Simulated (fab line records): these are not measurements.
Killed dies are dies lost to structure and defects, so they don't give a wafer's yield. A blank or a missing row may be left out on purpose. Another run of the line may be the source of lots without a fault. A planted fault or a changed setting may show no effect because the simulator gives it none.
fab line records -- flow n5-finfet -- part 1 of 2: steps 1 to 25 of 31
[record] lots = 5, wafers = 15, last-day = 16
route steps=1938 shown MOL_CONTACT_COAG@551
lots untouched by any fault: they come from a run of this same line in which no faults occurred
start-h: the number of hours between the record's first day and the start of the first shown wafer of the lot -- wait-h: hours from the lot's prior step to this one -- " as in the row above -- L1.1+2: a row that stands for several wafers -- - no value present, or no start provided -- * or withheld: withheld -- < > ~ a bound
route shown NAME@n: a module of which the file shows steps, and the number in the route of the first -- usual: average and standard deviation across the fault-free wafers -- same: alike in all rows -- chamber/n: place in a boat -- sites: per-site readings -- _std_site: how widely they spread, as a standard deviation -- _edge_site: inner sites' mean taken away from outer sites' mean -- radius-mm: how far each site lies from the wafer's centre -- mask NAME#n: copy n -- behind: the tool/chamber that last shaped the wafer -- hold: why the lot went on hold/how many hours it stayed there/how the hold came to an end -- device: transistor that didn't switch, given as n, p or np -- end of line: the tests these same wafers got at the end of their route -- a step without rows: its recipe alone -- killed: dies that structure and defects cost at the first sort, which is not the same as the wafer's yield -- map: a wafer's dies, marking killed ones x, the rest . and places with no die _
set.NAME: the run value of the setting; set.NAME@STEP: its run value at that earlier step -- model.NAME: the simulator's own value behind a step, which no gauge read
lots at selected steps of the route; one table per step, one row per wafer
services: when a tool's chamber went out of use (start-h, in hours from the record's first day, below 0 if earlier), for how many hours, and the reason
[[steps]]
[step N5_MOL_CONTACT_COAG_SPUTTER_130]
[recipe] material = Co, target-thk-a = 475, temp-c = 25, chamber-pressure-pa = 0.5, power-w = 3000
[usual] substrate-temp-c = 25.01/0.095, susceptor-temp-C = 25.01/0.11, throttle-valve-pct = 29.6/1.3
lot.wafer,tool,chamber,start-h,wait-h,substrate-temp-c,susceptor-temp-C,throttle-valve-pct
L075.1,pvd-sputter-03,-,102.54,0.0,24.91,24.97,30.8
L075.3,pvd-sputter-03,-,102.54,0.0,24.94,24.83,28.2
L075.6,pvd-sputter-03,-,102.54,0.0,25.03,25.08,28.9
L081.1,pvd-sputter-02,-,138.01,0.0,25.00,25.18,29.6
L081.2,pvd-sputter-02,-,138.01,0.0,24.98,25.02,31.6
L081.5,pvd-sputter-02,-,138.01,0.0,24.99,24.99,31.6
L082.1,pvd-sputter-03,-,143.89,0.0,24.87,25.09,29.0
L082.2,pvd-sputter-03,-,143.89,0.0,25.04,25.09,30.3
L082.5,pvd-sputter-03,-,143.89,0.0,25.02,24.89,30.7
L091.3,pvd-sputter-03,-,196.34,0.0,25.08,25.04,27.4
L091.5,pvd-sputter-03,-,196.34,0.0,24.97,24.92,27.3
L091.6,pvd-sputter-03,-,196.34,0.0,25.14,25.04,30.7
L093.1,pvd-sputter-02,-,212.19,0.0,25.13,24.63,29.8
L093.3,pvd-sputter-02,-,212.19,0.0,25.05,24.90,29.8
L093.5,pvd-sputter-02,-,212.19,0.0,24.86,25.01,31.5
[step N5_MOL_CONTACT_COAG_PRECLEAN_125]
[recipe] chemistry = DIW, time-s = 57.5, temp-c = 23
[same] time-s = 57.5
lot.wafer,tool,chamber,start-h,wait-h
L075.1+3+6,wet-bench-06,"1,3,6",102.67,0.1
L081.1+2+5,wet-bench-06,"5,0,6",138.14,0.1
L082.1+2+5,wet-bench-01,"7,4,0",144.02,0.1
L091.3+5+6,wet-bench-04,"0,1,4",196.47,0.1
L093.1+3+5,wet-bench-04,"4,5,7",212.32,0.1
[step N5_MOL_CONTACT_COAG_SRD_126]
[recipe] dry-time-s = 32, dry = n2-spin, spin-rpm = 1500
lot.wafer,tool,chamber,start-h,wait-h
L075.1+3+6,wet-bench-06,"1,3,6",102.68,0.0
L081.1+2+5,wet-bench-06,"5,0,6",138.16,0.0
L082.1+2+5,wet-bench-01,"7,4,0",144.04,0.0
L091.3+5+6,wet-bench-04,"0,1,4",196.49,0.0
L093.1+3+5,wet-bench-04,"4,5,7",212.36,0.0
[step N5_MOL_CONTACT_COAG_CMP_23]
[recipe] stop-on = SiO2, t-overpolish-s = 1.5, post-cmp-clean = cu-alkaline, down-force-psi = 2, platen-rpm = 50.289, pad-velocity-m-s = 1.0006, target-thk-nm = 0
[usual] head-pressure-psi = 2.000/0.0044, motor-current-A = 8.2/1.1, overpolish-run-s = 1.499/0.0088, slurry-flow-ml-min = 150.0/0.48, time-to-endpoint-s = 10.3/2.6
lot.wafer,tool,chamber,start-h,wait-h,head-pressure-psi,motor-current-A,overpolish-run-s,slurry-flow-ml-min,time-to-endpoint-s
L075.3,cmp-03,0,102.75,0.1,1.998,8.2,1.498,150.1,7.3
L075.1,cmp-03,1,102.75,0.1,1.995,6.7,1.503,149.9,12.8
L075.6,cmp-03,0,102.75,0.1,2.008,8.5,1.497,149.2,8.4
L081.1,cmp-01,0,138.27,0.1,2.003,7.5,1.489,149.8,13.0
L081.2,cmp-01,1,138.27,0.1,2.005,6.8,1.506,150.8,8.5
L081.5,cmp-01,2,138.27,0.1,2.001,8.5,1.494,150.0,12.0
L082.2,cmp-03,1,144.07,0.0,2.002,7.1,1.494,149.9,8.1
L082.1,cmp-03,3,144.07,0.0,2.008,7.4,1.498,150.5,10.6
L082.5,cmp-03,1,144.07,0.0,2.002,6.7,1.495,149.9,7.3
L091.3,cmp-03,2,196.78,0.3,2.002,7.4,1.511,149.5,12.4
L091.5,cmp-03,3,196.78,0.3,2.001,7.4,1.496,150.5,9.7
L091.6,cmp-03,0,196.78,0.3,1.998,8.5,1.497,149.6,2.9
L093.3,cmp-02,0,212.52,0.1,1.995,7.0,1.484,148.6,13.3
L093.1,cmp-02,2,212.52,0.1,2.002,9.6,1.505,149.7,10.4
L093.5,cmp-02,0,212.52,0.1,1.999,7.3,1.500,149.6,12.7
[step N5_MOL_CONTACT_COAG_WET_ETCH_26]
[recipe] target = Co, target-depth-nm = 13
lot.wafer,tool,chamber,start-h,wait-h
L075.1+3+6,wet-bench-01,"6,2,1",103.07,0.0
L081.1+2+5,wet-bench-01,"5,7,1",138.54,0.0
L082.1+2+5,wet-bench-01,"7,4,3",144.42,0.0
L091.3+5+6,wet-bench-06,"3,0,5",197.02,0.0
L093.1+3+5,wet-bench-04,"1,6,0",212.84,0.0
[step N5_MOL_CONTACT_COAG_WET_ETCH_116]
[recipe] chemistry = SC1-inhibited, target-depth-nm = 4.6, dry = ipa-marangoni, rinse-time-s = 30, rinse-temp-c = 23
lot.wafer,tool,chamber,start-h,wait-h
L075.1+3+6,wet-bench-01,"6,2,1",103.22,0.0
L081.1+2+5,wet-bench-01,"5,7,1",138.69,0.0
L082.1+2+5,wet-bench-01,"7,4,3",144.57,0.0
L091.3+5+6,wet-bench-06,"3,0,5",197.17,0.0
L093.1+3+5,wet-bench-04,"1,6,0",213.14,0.0
[step N5_MOL_CONTACT_COAG_ALD_27]
[recipe] material = SiOC, target-thk-a = 170, temp-c = 400, ald-precursor-family = carbosiloxane, ald-co-reactant = H2-plasma, pulse-time-s = 1.5, time-s = 2720, purge-time-s = 2, co-reactant-purge-time-s = 2, ald-cycles = 340, pressure-torr = 2
[usual] heater-power-w = 855/77, precursor-pulse-height-rel = 0.999/0.02, susceptor-temp-C = 399.99/0.22
[same] pulse-time-s = 1.5, time-s = 2720
lot.wafer,tool,chamber,start-h,wait-h,heater-power-w,precursor-pulse-height-rel,susceptor-temp-C
L075.1,ald-sin-03,0,103.54,0.0,833,1.050,400.13
L075.3,ald-sin-03,1,103.54,0.0,833,0.961,399.83
L075.6,ald-sin-03,0,103.54,0.0,836,1.023,399.95
L081.1,ald-sin-02,1,139.01,0.0,858,1.007,399.87
L081.2,ald-sin-02,0,139.01,0.0,775,1.011,400.14
L081.5,ald-sin-02,2,139.01,0.0,1003,0.993,400.07
L082.1,ald-sin-03,2,145.16,0.3,763,0.995,400.00
L082.2,ald-sin-03,3,145.16,0.3,896,0.982,399.59
L082.5,ald-sin-03,2,145.16,0.3,766,1.042,399.83
L091.3,ald-sin-03,1,197.49,0.0,791,1.004,400.00
L091.5,ald-sin-03,1,197.49,0.0,796,1.002,399.91
L091.6,ald-sin-03,0,197.49,0.0,826,0.982,399.94
L093.1,ald-sin-02,1,213.75,0.0,840,0.975,400.05
L093.3,ald-sin-02,2,213.75,0.0,988,1.002,399.82
L093.5,ald-sin-02,2,213.75,0.0,983,1.017,399.63
[step N5_MOL_CONTACT_COAG_CMP_28]
[recipe] stop-on = SiNx, t-overpolish-s = 0.85, post-cmp-clean = alkaline-brush, down-force-psi = 4.15, platen-rpm = 51.8, pad-velocity-m-s = 1.0307, target-thk-nm = 14.522
[usual] head-pressure-psi = 4.151/0.0083, motor-current-A = 12.3/1.7, slurry-flow-ml-min = 150.0/0.46, time-to-endpoint-s = 4.8/2.3
lot.wafer,tool,chamber,start-h,wait-h,head-pressure-psi,motor-current-A,slurry-flow-ml-min,time-to-endpoint-s
L075.3,cmp-01,0,105.10,0.8,4.168,12.5,149.6,9.2
L075.1,cmp-01,1,105.10,0.8,4.136,11.0,149.1,3.5
L075.6,cmp-01,1,105.10,0.8,4.163,10.2,149.4,6.6
L081.1,cmp-01,0,140.62,0.8,4.161,12.0,150.8,3.4
L081.2,cmp-01,1,140.62,0.8,4.157,10.6,149.8,2.4
L081.5,cmp-01,0,140.62,0.8,4.159,11.2,150.4,6.8
L082.1,cmp-03,0,146.73,0.8,4.156,13.4,150.5,2.2
L082.2,cmp-03,1,146.73,0.8,4.146,9.9,151.2,3.3
L082.5,cmp-03,0,146.73,0.8,4.147,13.0,150.7,1.6
L091.3,cmp-02,1,199.09,0.8,4.145,16.1,149.8,6.0
L091.6,cmp-02,0,199.09,0.8,4.148,10.3,150.0,4.7
L091.5,cmp-02,1,199.09,0.8,4.139,15.8,150.2,3.6
L093.3,cmp-02,1,215.32,0.8,4.162,15.5,149.3,0.8
L093.1,cmp-02,3,215.32,0.8,4.139,14.3,150.4,4.3
L093.5,cmp-02,2,215.32,0.8,4.150,13.5,149.8,3.9
[step N5_MOL_CONTACT_COAG_THK_MEAS_29]
[recipe] reads = SiNx_of_GATE_CUT_PECVD_57+SiNx_of_GATE_CUT_SAC_CAP_01
[usual] MD_CAP_THK = 17.92/0.097
lot.wafer,tool,chamber,start-h,wait-h,MD_CAP_THK[nm]
L075.1,film-metro-01,-,105.40,-,18.10
L075.3,film-metro-01,-,105.40,-,18.05
L075.6,film-metro-01,-,105.40,-,18.11
L081.1,film-metro-01,-,140.88,-,17.81
L081.2,film-metro-01,-,140.88,-,17.72
L081.5,film-metro-01,-,140.88,-,17.81
L082.1,film-metro-01,-,147.02,-,18.14
L082.2,film-metro-01,-,147.02,-,18.01
L082.5,film-metro-01,-,147.02,-,18.09
L091.3,film-metro-01,-,199.35,-,17.95
L091.5,film-metro-01,-,199.35,-,17.77
L091.6,film-metro-01,-,199.35,-,17.75
L093.1,film-metro-01,-,215.62,-,18.00
L093.3,film-metro-01,-,215.62,-,17.97
L093.5,film-metro-01,-,215.62,-,17.89
[step N5_MOL_CONTACT_COAG_ALD_123]
[recipe] material = SiNx, target-thk-a = 50, temp-c = 400, ald-precursor-family = SiH2I2, ald-co-reactant = N2/H2-plasma, pulse-time-s = 1, purge-time-s = 2, co-reactant-purge-time-s = 2, ald-cycles = 100, pressure-torr = 2
[usual] heater-power-w = 851/64, precursor-pulse-height-rel = 0.997/0.019, susceptor-temp-C = 399.98/0.23
[same] pulse-time-s = 1
lot.wafer,tool,chamber,start-h,wait-h,heater-power-w,precursor-pulse-height-rel,susceptor-temp-C
L075.1,ald-sin-03,0,105.44,0.0,848,1.019,400.02
L075.3,ald-sin-03,2,105.44,0.0,745,1.009,400.19
L075.6,ald-sin-03,2,105.44,0.0,761,0.990,399.78
L081.1,ald-sin-02,0,141.11,0.2,750,1.015,399.70
L081.2,ald-sin-02,1,141.11,0.2,858,0.992,400.13
L081.5,ald-sin-02,1,141.11,0.2,864,0.997,400.10
L082.1,ald-sin-04,0,147.61,0.6,943,0.978,399.95
L082.2,ald-sin-04,3,147.61,0.6,919,1.035,399.88
L082.5,ald-sin-04,0,147.61,0.6,920,1.008,399.97
L091.3,ald-sin-04,2,199.39,0.0,841,0.992,399.96
L091.5,ald-sin-04,1,199.39,0.0,867,0.994,399.97
L091.6,ald-sin-04,2,199.39,0.0,850,0.993,399.98
L093.1,ald-sin-03,1,215.65,0.0,798,0.967,399.61
L093.3,ald-sin-03,2,215.65,0.0,746,1.017,400.51
L093.5,ald-sin-03,2,215.65,0.0,746,1.010,400.22
[step N5_MOL_CONTACT_COAG_PECVD_31]
[recipe] material = SiO2, target-thk-a = 460, temp-c = 400, precursor = TEOS/O2, pressure-torr = 6.5, rf-w = withheld, teos-flow-sccm = withheld, gas = O2, flow-sccm = 2650, time-s = 8.9
[usual] susceptor-temp-C = 399.96/0.21
[same] time-s = 8.9
lot.wafer,tool,chamber,start-h,wait-h,susceptor-temp-C
L075.1,pecvd-01,1,105.94,0.3,400.20
L075.3,pecvd-01,0,105.94,0.3,400.48
L075.6,pecvd-01,0,105.94,0.3,400.15
L081.1,pecvd-01,0,141.62,0.3,399.90
L081.2,pecvd-01,2,141.62,0.3,399.79
L081.5,pecvd-01,2,141.62,0.3,399.86
L082.1,pecvd-01,0,148.19,0.3,400.26
L082.2,pecvd-01,2,148.19,0.3,400.02
L082.5,pecvd-01,1,148.19,0.3,400.30
L091.3,pecvd-04,2,199.89,0.3,399.95
L091.5,pecvd-04,2,199.89,0.3,399.85
L091.6,pecvd-04,0,199.89,0.3,400.04
L093.1,pecvd-03,1,216.16,0.3,400.08
L093.3,pecvd-03,0,216.16,0.3,399.96
L093.5,pecvd-03,1,216.16,0.3,400.07
[step N5_MOL_CONTACT_COAG_COAT_75]
[recipe] resist = SOC, temp-c = 250, time-s = 60, spin-rpm = 1500, resist-thk-nm = 60
[same] time-s = 60
lot.wafer,tool,chamber,start-h,wait-h
L075.1+3+6,litho-track-04,0,106.00,0.0
L081.1+2+5,litho-track-04,0,141.68,0.0
L082.1+2+5,litho-track-04,0,148.25,0.0
L091.3+5+6,litho-track-04,0,199.95,0.0
L093.1+3+5,litho-track-03,0,216.23,0.1
[step N5_MOL_CONTACT_COAG_COAT_76]
[recipe] resist = SiARC, temp-c = 220, time-s = 60, spin-rpm = 1500, resist-thk-nm = 10
[same] time-s = 60
lot.wafer,tool,chamber,start-h,wait-h
L075.1+3+6,litho-track-04,0,-,-
L081.1+2+5,litho-track-04,0,-,-
L082.1+2+5,litho-track-04,0,-,-
L091.3+5+6,litho-track-04,0,-,-
L093.1+3+5,litho-track-03,0,-,-
[step N5_MOL_CONTACT_COAG_COAT_77]
[recipe] resist = underlayer, temp-c = 205, time-s = 60, spin-rpm = 1500, resist-thk-nm = 10
[same] time-s = 60
lot.wafer,tool,chamber,start-h,wait-h
L075.1+3+6,litho-track-04,0,-,-
L081.1+2+5,litho-track-04,0,-,-
L082.1+2+5,litho-track-04,0,-,-
L091.3+5+6,litho-track-04,0,-,-
L093.1+3+5,litho-track-03,0,-,-
[step N5_MOL_CONTACT_COAG_COAT_78]
[recipe] resist = CAR-EUV, spin-rpm = 1500, resist-thk-nm = 40
lot.wafer,tool,chamber,start-h,wait-h
L075.1+3+6,litho-track-04,0,-,-
L081.1+2+5,litho-track-04,0,-,-
L082.1+2+5,litho-track-04,0,-,-
L091.3+5+6,litho-track-04,0,-,-
L093.1+3+5,litho-track-03,0,-,-
[step N5_MOL_CONTACT_COAG_EBR_80]
[recipe] solvent = PGMEA, ebr-width-mm = 1.5
lot.wafer,tool,chamber,start-h,wait-h
L075.1+3+6,litho-track-04,0,-,-
L081.1+2+5,litho-track-04,0,-,-
L082.1+2+5,litho-track-04,0,-,-
L091.3+5+6,litho-track-04,0,-,-
L093.1+3+5,litho-track-03,0,-,-
[step N5_MOL_CONTACT_COAG_SOFTBAKE_79]
[recipe] temp-c = 110, time-s = 60, resist = CAR-EUV
[same] time-s = 60
lot.wafer,tool,chamber,start-h,wait-h
L075.1+3+6,litho-track-04,0,-,-
L081.1+2+5,litho-track-04,0,-,-
L082.1+2+5,litho-track-04,0,-,-
L091.3+5+6,litho-track-04,0,-,-
L093.1+3+5,litho-track-03,0,-,-
[step N5_MOL_CONTACT_COAG_EXPOSE_81]
[recipe] mask-id = VG, na = 0.33, source-shape = annular, sigma-inner = 0.3, sigma-outer = 0.7, polarization = unpolarized, defocus-nm = 0, dose-mj = 59.5
lot.wafer,tool,chamber,start-h,wait-h,mask
L075.1+3+6,euv-scanner-01,0,106.26,-,VG#0
L081.1+2+5,euv-scanner-02,0,141.81,-,VG#0
L082.1+2+5,euv-scanner-02,0,148.39,-,VG#0
L091.3+5+6,euv-scanner-02,0,200.23,-,VG#0
L093.1+3+5,euv-scanner-02,0,216.36,-,VG#0
[step N5_MOL_CONTACT_COAG_PEB_82]
[recipe] peb-temp-c = 100, peb-time-s = 60, resist = CAR-EUV
[same] peb-time-s = 60
lot.wafer,tool,chamber,start-h,wait-h
L075.1+3+6,litho-track-03,0,106.34,0.1
L081.1+2+5,litho-track-03,0,141.89,0.1
L082.1+2+5,litho-track-04,0,148.46,0.1
L091.3+5+6,litho-track-01,0,200.29,0.1
L093.1+3+5,litho-track-04,0,216.44,0.1
[step N5_MOL_CONTACT_COAG_DEVELOP_83]
[recipe] develop-time-s = 30, developer = TMAH, resist = CAR-EUV, rinse-liquid = surfactant-rinse, dry = air-spin, dev-temp-c = 23
lot.wafer,tool,chamber,start-h,wait-h
L075.1+3+6,litho-track-03,0,-,-
L081.1+2+5,litho-track-03,0,-,-
L082.1+2+5,litho-track-04,0,-,-
L091.3+5+6,litho-track-01,0,-,-
L093.1+3+5,litho-track-04,0,-,-
[step N5_MOL_CONTACT_COAG_CD_MEAS_84]
[recipe] target-cd-nm = 25.1, landing-energy-ev = 500, detector = se-inlens, polarity = opening
[usual] cd-nm = 25.12/0.29
lot.wafer,tool,chamber,start-h,wait-h,cd-nm
L075.1,cd-sem-03,0,106.41,-,25.49
L075.3,cd-sem-03,0,106.41,-,25.40
L075.6,cd-sem-03,0,106.41,-,25.18
L081.1,cd-sem-01,0,141.96,-,25.55
L081.2,cd-sem-01,0,141.96,-,25.11
L081.5,cd-sem-01,0,141.96,-,25.25
L082.1,cd-sem-02,0,148.53,-,25.51
L082.2,cd-sem-02,0,148.53,-,25.73
L082.5,cd-sem-02,0,148.53,-,25.69
L091.3,cd-sem-03,0,200.35,-,24.80
L091.5,cd-sem-03,0,200.35,-,25.16
L091.6,cd-sem-03,0,200.35,-,24.40
L093.1,cd-sem-02,0,216.51,-,24.88
L093.3,cd-sem-02,0,216.51,-,24.78
L093.5,cd-sem-02,0,216.51,-,25.36
[step N5_MOL_CONTACT_COAG_OVL_MEAS_85]
[recipe] points-per-wafer = 522
[usual] VG_OVL = -0.1/0.67
lot.wafer,tool,chamber,start-h,wait-h,VG_OVL[nm]
L075.1,overlay-02,0,106.44,0.0,0.2
L075.3,overlay-02,0,106.44,0.0,-0.3
L075.6,overlay-02,0,106.44,0.0,0.0
L081.1,overlay-01,0,141.99,0.0,-0.6
L081.2,overlay-01,0,141.99,0.0,-1.6
L081.5,overlay-01,0,141.99,0.0,-1.1
L082.1,overlay-02,0,148.56,0.0,1.0
L082.2,overlay-02,0,148.56,0.0,0.6
L082.5,overlay-02,0,148.56,0.0,1.0
L091.3,overlay-02,0,200.39,0.0,-0.7
L091.5,overlay-02,0,200.39,0.0,-0.1
L091.6,overlay-02,0,200.39,0.0,-0.1
L093.1,overlay-02,0,216.54,0.0,-1.0
L093.3,overlay-02,0,216.54,0.0,-0.1
L093.5,overlay-02,0,216.54,0.0,-0.1
[step N5_MOL_CONTACT_COAG_INSPECT_57]
[recipe] mode = adi, inspect-instrument = brightfield
[usual] raw-defect-count = 205/55
lot.wafer,tool,chamber,start-h,wait-h,raw-defect-count
L075.1,defect-inspect-01,-,106.50,0.1,365
L075.3,defect-inspect-01,-,106.50,0.1,244
L075.6,defect-inspect-01,-,106.50,0.1,229
L081.1,defect-inspect-02,-,142.04,0.1,236
L081.2,defect-inspect-02,-,142.04,0.1,249
L081.5,defect-inspect-02,-,142.04,0.1,278
L082.1,defect-inspect-01,-,148.62,0.1,208
L082.2,defect-inspect-01,-,148.62,0.1,197
L082.5,defect-inspect-01,-,148.62,0.1,171
L091.3,defect-inspect-02,-,200.44,0.0,222
L091.5,defect-inspect-02,-,200.44,0.0,116
L091.6,defect-inspect-02,-,200.44,0.0,147
L093.1,defect-inspect-01,-,216.60,0.1,192
L093.3,defect-inspect-01,-,216.60,0.1,209
L093.5,defect-inspect-01,-,216.60,0.1,235
[step N5_MOL_CONTACT_COAG_DESCUM_88]
[recipe] chemistry = O2, time-s = 7, source-power-w = 50, bias-power-w = 20, pressure-mtorr = 20, rf-frequency-hz = 2.712e+07, temp-c = 40, resist = CAR-EUV, o2-flow-sccm = 225
[usual] drypump-motor-current-A = 5.62/0.29, o2-flow-sccm = 225.0/0.7, oes-product-au = 0.78/0.078, rf-vpp-V = 243.6/1.1, showerhead-plenum-p-Torr = 2.13/0.06, throttle-valve-pct = 20.5/0.33
[same] time-s = 7
lot.wafer,tool,chamber,start-h,wait-h,drypump-motor-current-A,o2-flow-sccm,oes-product-au,rf-hours-counter-h,rf-vpp-V,showerhead-plenum-p-Torr,throttle-valve-pct
L075.1,rie-diel-06,3,106.53,0.0,5.13,225.2,0.73,155,244.1,2.19,20.9
L075.3,rie-diel-06,0,106.53,0.0,5.89,225.7,0.87,50,242.0,2.01,20.0
L075.6,rie-diel-06,3,106.53,0.0,5.15,224.4,0.72,-,243.7,2.19,20.9
L081.1,rie-diel-03,0,142.08,0.0,5.30,224.9,0.70,235,242.7,2.16,20.9
L081.2,rie-diel-03,2,142.08,0.0,6.31,223.8,0.73,190,242.7,2.10,20.6
L081.5,rie-diel-03,3,142.08,0.0,5.14,224.9,0.75,-,243.5,2.11,20.5
L082.1,rie-diel-01,3,148.65,0.0,5.48,225.8,0.91,29,242.6,2.04,20.0
L082.2,rie-diel-01,0,148.65,0.0,5.72,224.4,0.88,47,243.6,2.22,20.1
L082.5,rie-diel-01,1,148.65,0.0,5.49,224.2,0.76,-,244.6,2.17,20.6
L091.3,rie-diel-06,1,200.47,0.0,5.68,225.6,0.70,234,244.9,2.13,20.8
L091.5,rie-diel-06,0,200.47,0.0,5.92,224.6,0.83,-,242.7,2.00,20.0
L091.6,rie-diel-06,1,200.47,0.0,5.64,225.1,0.70,-,242.8,2.13,20.8
L093.1,rie-diel-03,0,217.38,0.8,5.32,225.2,0.95,5,243.4,2.15,20.5
L093.3,rie-diel-03,3,217.38,0.8,5.15,225.8,0.73,177,244.8,2.10,20.6
L093.5,rie-diel-03,2,217.38,0.8,6.27,223.9,0.71,-,243.8,2.09,20.7
[step N5_MOL_CONTACT_COAG_ETCH_89]
[recipe] chemistry = N2/H2, target = underlayer, target-depth-a = 130, mask-material = CAR-EUV, time-s = 10.4, ion-energy-ev = 200, pressure-mtorr = 30, source-w = 840, bias-w = 150, n2-flow-sccm = 200, h2-flow-sccm = 200, ends = cleared
[usual] drypump-motor-current-A = 5.62/0.29, etch-rf-on-time-s = 10.52/0.24, oes-product-au = 0.67/0.065, rf-vpp-V = 525.0/2.1, showerhead-plenum-p-Torr = 2.58/0.073, throttle-valve-pct = 17.89/0.3
lot.wafer,tool,chamber,start-h,wait-h,drypump-motor-current-A,etch-rf-on-time-s,oes-product-au,rf-hours-counter-h,rf-vpp-V,showerhead-plenum-p-Torr,throttle-valve-pct
L075.1,rie-diel-06,3,106.56,0.0,5.10,10.56,0.62,155,528.4,2.66,18.40
L075.3,rie-diel-06,0,106.56,0.0,5.91,10.27,0.74,50,523.8,2.47,17.46
L075.6,rie-diel-06,3,106.56,0.0,5.14,10.57,0.62,-,526.1,2.66,18.41
L081.1,rie-diel-03,0,142.11,0.0,5.27,10.66,0.60,235,524.6,2.58,18.02
L081.2,rie-diel-03,2,142.11,0.0,6.29,10.91,0.61,190,521.2,2.51,17.76
L081.5,rie-diel-03,3,142.11,0.0,5.14,10.64,0.62,-,523.0,2.56,17.96
L082.1,rie-diel-01,3,148.69,0.0,5.51,10.63,0.76,29,521.2,2.50,17.58
L082.2,rie-diel-01,0,148.69,0.0,5.73,10.17,0.74,47,527.9,2.71,17.57
L082.5,rie-diel-01,1,148.69,0.0,5.48,10.31,0.65,-,526.7,2.66,18.03
L091.3,rie-diel-06,1,200.51,0.0,5.59,10.60,0.60,234,525.7,2.60,18.23
L091.5,rie-diel-06,0,200.51,0.0,5.92,10.34,0.71,-,522.9,2.46,17.55
L091.6,rie-diel-06,1,200.51,0.0,5.61,10.55,0.60,-,525.8,2.60,18.24
L093.1,rie-diel-03,0,217.41,0.0,5.28,10.46,0.80,5,525.8,2.58,17.62
L093.3,rie-diel-03,3,217.41,0.0,5.14,10.60,0.61,177,524.5,2.55,18.00
L093.5,rie-diel-03,2,217.41,0.0,6.25,11.12,0.59,-,523.2,2.50,17.78
